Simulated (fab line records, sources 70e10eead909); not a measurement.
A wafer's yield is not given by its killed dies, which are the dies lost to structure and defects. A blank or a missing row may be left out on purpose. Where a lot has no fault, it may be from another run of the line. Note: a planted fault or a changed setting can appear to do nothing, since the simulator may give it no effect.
Matching of chambers    flow nand_harc    rie_diel-13 running NHARC_A_STAIRCASE_TRIM_193: 4 sister chambers
The step chemistry O2, time 211.2 s. 8 wafers are shown with their chamber, then 7 later ones without.

== WAFERS, EACH WITH ITS CHAMBER ==
wafer   chamber  showerhead_plenum_p_Torr (Torr)  drypump_motor_current_A (A)
L419.1  3        3.59                             5.7
L419.4  2        3.41                             5.7
L420.4  2        3.40                             5.7
L421.2  3        3.59                             5.8
L425.1  1        3.55                             5.7
L425.5  0        3.38                             5.1
L430.3  0        3.37                             5.1
L430.4  1        3.54                             5.7

== WAFERS WITH NO CHAMBER GIVEN ==
wafer   showerhead_plenum_p_Torr (Torr)  drypump_motor_current_A (A)
L430.5  3.39                             5.7
L436.1  3.36                             5.1
L436.2  3.39                             5.7
L436.6  3.57                             5.7
L441.3  3.36                             5.1
L441.4  3.38                             5.7
L441.5  3.53                             5.6

== WHICH CHAMBER EACH ONE RAN IN ==
wafer   from the rows above      in truth
L430.5  2                        2
L436.1  0                        0
L436.2  2                        2
L436.6  can't be placed: 3 or 1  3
L441.3  0                        0
L441.4  2                        2
L441.5  1                        1
6 of 7 placed correctly. Not placeable from these rows: 1 (in 1, the candidates include the true chamber). Number placed wrongly: 0.
How it was worked out, from the rows above alone: a wafer's distance from a chamber is the root of the sum, over the readings, of the square of ((its reading less the chamber's mean) divided by the reading's scatter). If the next closest chamber is less than 2 further off than the closest, the wafer can't be placed; otherwise it belongs to the closest. A chamber's mean is the mean of its shown wafers. How the scatter is found: for the shown wafers, subtract from each reading the mean of its chamber, square and add these, divide the total by (wafers less chambers), then take the root.
